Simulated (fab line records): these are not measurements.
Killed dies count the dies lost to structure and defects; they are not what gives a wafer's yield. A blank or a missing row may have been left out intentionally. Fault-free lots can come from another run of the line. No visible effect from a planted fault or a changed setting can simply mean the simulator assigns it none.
Chamber matching | flow nand harc | NHARC_A_CONTACT_CMP_20 on cmp-02: 4 sister chambers
The step polishes, t overpolish 30 s, target thk 300 nm. 4 wafers are shown with their chamber, then 10 later ones without.

WAFERS PAIRED WITH THEIR CHAMBERS
wafer  | chamber | overpolish run s (s)
L091.3 | 0       | 29.989
L091.4 | 2       | 29.992
L091.1 | 1       | 30.005
L091.2 | 3       | 30.015

WAFERS MISSING THEIR CHAMBER
wafer  | overpolish run s (s)
L091.5 | 29.998
L092.1 | 29.999
L092.2 | 30.000
L092.4 | 30.012
L095.1 | 30.009
L095.2 | 30.001
L095.5 | 29.990
L093.1 | 30.018
L093.5 | 29.997
L093.6 | 29.994

EACH ONE'S CHAMBER
wafer  | from the rows above          | in truth
L091.5 | can't be placed: 2 or 1 or 0 | 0
L092.1 | can't be placed: 1 or 2 or 0 | 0
L092.2 | can't be placed: 1 or 2 or 0 | 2
L092.4 | can't be placed: 3 or 1      | 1
L095.1 | can't be placed: 1 or 3      | 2
L095.2 | can't be placed: 1 or 2 or 0 | 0
L095.5 | can't be placed: 0 or 2      | 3
L093.1 | 3                            | 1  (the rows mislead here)
L093.5 | can't be placed: 2 or 0 or 1 | 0
L093.6 | can't be placed: 2 or 0      | 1
0 of 10 placed correctly. Can't be placed from these rows: 9 (the true chamber is among the candidates in 6). Placed wrongly: 1.
How it was worked out, from the rows above alone: a wafer's distance from a chamber is the root of the sum, over the readings, of the square of ((its reading less the chamber's mean) divided by the reading's scatter). The wafer belongs to the nearest chamber; if the next one is less than 2 further off, it can't be placed. A chamber's mean is the mean of its shown wafers. The scatter: root of mean squared gap, hidden wafer to nearest shown wafer, with one shown wafer a chamber.
